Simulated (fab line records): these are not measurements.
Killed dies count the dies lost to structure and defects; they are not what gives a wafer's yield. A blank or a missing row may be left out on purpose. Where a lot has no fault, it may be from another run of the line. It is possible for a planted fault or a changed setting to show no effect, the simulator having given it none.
Struck lot and sound lot, side by side / flow n5_finfet / 15 out of 1938 route steps
Sound: wafers L360.1, L360.2, L360.4. Struck: wafers L379.1, L379.4. (L379.6 of the same lot was not struck and is left out.) The cause comes at the end.
Each step with rows lists, per side, the tool, then ch with its chambers, then its first start. Under that, the readings that differ: sound wafers / struck wafers / difference of the means / sigmas: that difference in standard deviations of wafers without a fault.
alike: same words and numbers on both sides, and readings whose means sit less than 2 such deviations apart. not compared: any withheld reading, any reading some wafer has no value for, any bound like >300 that may hide the same value, and any number with overlapping values for which the record gives no deviation.
The two part at a step that has a row with sigmas, a row that says differs or no value, or rows on one side only. When numbers do not overlap yet have no deviation, they are printed without sigmas and do not part them. Lack of a reading on every wafer of one side parts them only where that side has two or more wafers.

first, 5 steps without rows for these wafers: N5_GATE_CUT_ETCH_37 (etches SOC in N2/H2, target depth 60 nm, overetch 12 nm, time 90 s); N5_GATE_CUT_STRIP_38 (strips in N2/H2); N5_GATE_CUT_STRIP_39 (strips in N2/H2); N5_GATE_CUT_HM_OPEN_40 (chemistry C4F6/O2, target SiO2, target depth 139 nm, time 85.1 s); N5_GATE_CUT_STRIP_41 (strips in CF4).
N5_GATE_CUT_STRIP_42: strips in O2.
  sound on rie_diel-05 ch 0,1, day 4 20:59; struck on rie_diel-02 ch 1, day 9 19:16
  alike: drypump_motor_current_A, oes_product_au, rf_vpp_V, showerhead_plenum_p_Torr, throttle_valve_pct
  not compared: rf_hours_counter_h
then, 1 step without rows for these wafers: N5_GATE_CUT_ETCH_19 (etches SiNx in CH3F/O2, target depth 53.7 nm, time 76.7 s).
N5_GATE_CUT_CUT_ETCH_53: etches W in SF6/Cl2, target depth 79.2 nm.
  sound on rie_metal-01 ch 0,1, day 4 21:08; struck on rie_metal-02 ch 1, day 9 19:25
reading=drypump_motor_current_A (A); sound=5.3 5.4 5.3; struck=6.3 6.2; difference=+0.9; sigmas=+2
  alike: etch_rf_on_time_s, oes_product_au, throttle_valve_pct
  not compared: rf_hours_counter_h
N5_GATE_CUT_CUT_ETCH_54: etches TiN in Cl2/BCl3, target depth 96.7 nm.
  sound on rie_metal-01 ch 0,1, day 4 21:12; struck on rie_metal-02 ch 1, day 9 19:29
reading=drypump_motor_current_A (A); sound=5.3 5.4 5.3; struck=6.3 6.3; difference=+1.0; sigmas=+2
  alike: etch_rf_on_time_s, oes_product_au, throttle_valve_pct
  not compared: rf_hours_counter_h
N5_GATE_CUT_CUT_ETCH_55: etches HfO2 in BCl3, target depth 3.2 nm.
  sound on rie_metal-01 ch 0,1, day 4 21:16; struck on rie_metal-02 ch 1, day 9 19:32
reading=drypump_motor_current_A (A); sound=5.3 5.5 5.3; struck=6.3 6.3; difference=+0.9; sigmas=+2
  alike: oes_product_au, throttle_valve_pct
  not compared: rf_hours_counter_h
then, 1 step without rows for these wafers: N5_GATE_CUT_ETCH_47 (etches SiO2 in Cl2/BCl3, target depth 10 nm).
N5_GATE_CUT_VAPOR_ETCH_48: etches TiN in BCl3/Cl2.
  sound on rie_metal-01 ch 0,1, day 4 21:19; struck on rie_metal-02 ch 1, day 9 19:36
reading=drypump_motor_current_A (A); sound=5.3 5.4 5.3; struck=6.3 6.3; difference=+1.0; sigmas=+2
  alike: oes_product_au
N5_GATE_CUT_VAPOR_ETCH_49: etches TiAlC in BCl3/Cl2.
  sound on rie_metal-01 ch 0,1, day 4 21:21; struck on rie_metal-02 ch 1, day 9 19:38
reading=drypump_motor_current_A (A); sound=5.3 5.5 5.3; struck=6.3 6.3; difference=+0.9; sigmas=+2
reading=oes_product_au (a.u.); sound=0.63 0.71 0.63; struck=1.17 1.17; difference=+0.51; sigmas=+5
then, 1 step without rows for these wafers: N5_GATE_CUT_VAPOR_ETCH_51 (etches HfO2 in BCl3/Cl2).
-- the record jumps here: 3 days lie between the struck wafers' starts before and after (it left off in module GATE_CUT and takes up again in module BEOL_M4, whose first step shown is number 1111 of the route) --
N5_BEOL_M4_RC_MEAS_101:
  sound on prober-02 ch 0, day 8 03:44; struck on prober-02 ch 0, day 12 22:10
  alike: DIBL_N, DIBL_P, IOFF_N, IOFF_P, ION_N, ION_P, SS_N, SS_P, VT_N, VT_P

## WHERE THEY PART
First at N5_GATE_CUT_CUT_ETCH_53; last, within this record, at N5_GATE_CUT_VAPOR_ETCH_49. Later steps at which nothing parts them and some readings are alike: N5_BEOL_M4_RC_MEAS_101.

WHY: the cause the simulator had injected
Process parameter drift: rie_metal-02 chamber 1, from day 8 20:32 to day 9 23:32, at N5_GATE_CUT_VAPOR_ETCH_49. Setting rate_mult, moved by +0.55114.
